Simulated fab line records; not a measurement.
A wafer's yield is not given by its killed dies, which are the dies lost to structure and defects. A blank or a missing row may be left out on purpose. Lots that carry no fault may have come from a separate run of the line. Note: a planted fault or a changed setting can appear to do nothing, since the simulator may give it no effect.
The tool behind it: which one? | flow nand harc | 42 wafers from 14 lots sampled at 4 of the route's 1302 steps

WHAT THE GAUGES SHOWED, per wafer
NHARC_A_CONTACT_OVL_MEAS_09.
lot  | measured     | on         | overlay x nm (nm) | overlay y nm (nm)
L399 | day 23 10:16 | overlay-01 | -0.3 0.3 0.2      | -0.2 -0.8 -1.0
L398 | day 23 11:25 | overlay-02 | -0.4 -0.3 -0.7    | -2.0 -1.4 -1.6
L401 | day 24 01:43 | overlay-01 | 1.4 1.1 1.6       | -1.0 -0.2 -0.4
L400 | day 24 02:40 | overlay-01 | -0.1 0.2 0.2      | -1.0 -0.4 -0.4
L403 | day 25 05:44 | overlay-02 | 0.9 1.3 0.7       | -1.4 -1.3 -1.3
L405 | day 25 18:18 | overlay-02 | -0.4 -0.4 -0.9    | -1.0 -0.8 -0.6
L406 | day 25 22:37 | overlay-01 | 0.4 0.6 0.7       | -0.1 -0.1 0.0
L407 | day 26 12:54 | overlay-02 | 0.6 -0.1 0.8      | 0.2 0.2 0.8
L410 | day 26 22:21 | overlay-01 | 0.7 1.2 0.9       | -0.4 -0.9 -0.8
L409 | day 27 07:34 | overlay-02 | -0.1 -0.8 -0.6    | 1.1 1.0 1.0
L411 | day 27 18:31 | overlay-02 | -0.3 -0.7 0.1     | 0.5 0.2 0.0
L412 | day 28 04:14 | overlay-02 | 0.2 0.8 0.8       | 0.1 -0.5 -0.3
L419 | day 31 07:38 | overlay-01 | -0.1 -0.1 -0.5    | 0.4 -0.1 0.3
L421 | day 32 06:02 | overlay-02 | -1.0 -0.7 -1.3    | 0.5 0.0 0.2

WHICH TOOL RAN EACH LOT (tool, then ch and the chambers of the sampled wafers, then the start)
lot  | NHARC_A_CONTACT_ETCH_124             | NHARC_A_CONTACT_ETCH_127             | NHARC_A_CONTACT_SOFTBAKE_03
L399 | har cap etch-03 ch 0,1, day 23 02:55 | har cap etch-03 ch 0,1, day 23 03:28 | litho track-06 ch 0, day 23 09:00
L398 | har cap etch-02 ch 0,1, day 23 03:34 | har cap etch-02 ch 0,1, day 23 04:07 | litho track-01 ch 0, day 23 10:00
L401 | har cap etch-03 ch 0,1, day 23 16:23 | har cap etch-03 ch 0,1, day 23 17:08 | litho track-01 ch 0, day 24 01:00
L400 | har cap etch-02 ch 0,1, day 23 18:27 | har cap etch-02 ch 0,1, day 23 19:00 | litho track-06 ch 0, day 24 02:00
L403 | har cap etch-01 ch 0,1, day 24 20:36 | har cap etch-01 ch 0,1, day 24 21:34 | litho track-04 ch 0, day 25 05:00
L405 | har cap etch-02 ch 0,1, day 25 11:18 | har cap etch-02 ch 0,1, day 25 11:51 | litho track-01 ch 0, day 25 17:00
L406 | har cap etch-03 ch 0,1, day 25 15:28 | har cap etch-03 ch 0,1, day 25 16:01 | litho track-04 ch 0, day 25 22:00
L407 | har cap etch-03 ch 0,1, day 26 03:51 | har cap etch-03 ch 0,1, day 26 04:24 | litho track-04 ch 0, day 26 12:00
L410 | har cap etch-02 ch 0,1, day 26 13:05 | har cap etch-02 ch 0,1, day 26 13:38 | litho track-04 ch 0, day 26 21:00
L409 | har cap etch-03 ch 0,1, day 26 18:20 | har cap etch-03 ch 0,1, day 26 19:05 | litho track-01 ch 0, day 27 07:00
L411 | har cap etch-01 ch 0,1, day 27 09:52 | har cap etch-01 ch 0,1, day 27 10:25 | litho track-01 ch 0, day 27 17:00
L412 | har cap etch-02 ch 0,1, day 27 21:46 | har cap etch-02 ch 0,1, day 27 22:19 | litho track-01 ch 0, day 28 03:00
L419 | har cap etch-03 ch 0,1, day 30 22:48 | har cap etch-03 ch 0,1, day 30 23:22 | litho track-04 ch 0, day 31 07:00
L421 | har cap etch-01 ch 0,1, day 31 23:42 | har cap etch-01 ch 0,1, day 32 00:15 | litho track-04 ch 0, day 32 05:00
- NHARC_A_CONTACT_ETCH_124: etches the open film in C4F8/O2/Ar, time 140 s, target depth 700 nm.
- NHARC_A_CONTACT_ETCH_127: etches the open film in C4F8/O2/Ar, time 197 s, target depth 1918 nm.
- NHARC_A_CONTACT_SOFTBAKE_03: time 55 s.

AS READ BY THE TOOLS THEMSELVES (means over the sampled wafers that have a number; for cases with no such wafer, the mark the record gives instead)
NHARC_A_CONTACT_SOFTBAKE_03.
lot  | tool           | heater power total W (W) | plate temp C (C)
L399 | litho track-06 | 188.41                   | 104.99
L398 | litho track-01 | 188.37                   | 104.93
L401 | litho track-01 | 188.59                   | 105.10
L400 | litho track-06 | 188.60                   | 105.01
L403 | litho track-04 | 188.36                   | 104.93
L405 | litho track-01 | 188.38                   | 105.03
L406 | litho track-04 | 188.53                   | 105.25
L407 | litho track-04 | 188.41                   | 105.12
L410 | litho track-04 | 188.41                   | 105.02
L409 | litho track-01 | 188.37                   | 104.96
L411 | litho track-01 | 188.38                   | 104.93
L412 | litho track-01 | 188.40                   | 104.98
L419 | litho track-04 | 323.08                   | -
L421 | litho track-04 | 323.21                   | -

THE ANSWER, worked out from the rows above alone
Rule: what is usual is taken from the lots themselves. Put in order of their means at a reading, lots are off if they are a third of the lots or fewer, leave a main group of 4 or more, and stand apart from it by a gap of 3 or more times the standard deviation of the main group's means; of several such gaps the widest counts. A main group is skipped when, at the precision printed for the reading in the tables above, its means are all equal. Also off: a lot with no number at a reading for which 4 or more lots have one. All remaining lots with rows at the step are treated as sound. First the gauges in route order, then the tools' own readings, where a lot's mean is used as printed above. At the first step where some lot is off, the reading lying furthest off is the one used; lots without a number count as furthest.
Off, at NHARC_A_CONTACT_SOFTBAKE_03 on plate temp C: L419, L421. Without a number there: L419, L421. The main group has a mean of 105.02 C with a standard deviation of 0.091.
If a tool, at that step or one of the process steps before it, ran each lot that is off and ran no sound lot following the first of them, it fits. One fits: NHARC_A_CONTACT_SOFTBAKE_03 on litho track-04. A fault onset in the window from L410 (day 26 21:00, its last sound lot) to L419 (day 31 07:00, its first lot off) fits.
On the lots that are off, the tool's own readings at NHARC_A_CONTACT_SOFTBAKE_03 differ by more than 5 times the standard deviation of the sound lots' means, which bears it out; heater power total W reads 323.14 W there versus 188.43 W on the sound lots.
Blank at NHARC_A_CONTACT_SOFTBAKE_03 on the lots that are off, where sound lots have numbers: plate temp C.

WHAT THE SIMULATOR PUT IN
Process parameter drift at NHARC_A_CONTACT_SOFTBAKE_03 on litho track-04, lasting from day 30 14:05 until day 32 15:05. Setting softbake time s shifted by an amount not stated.
Lots struck among those shown: L419, L421. The same result came from the rule above.
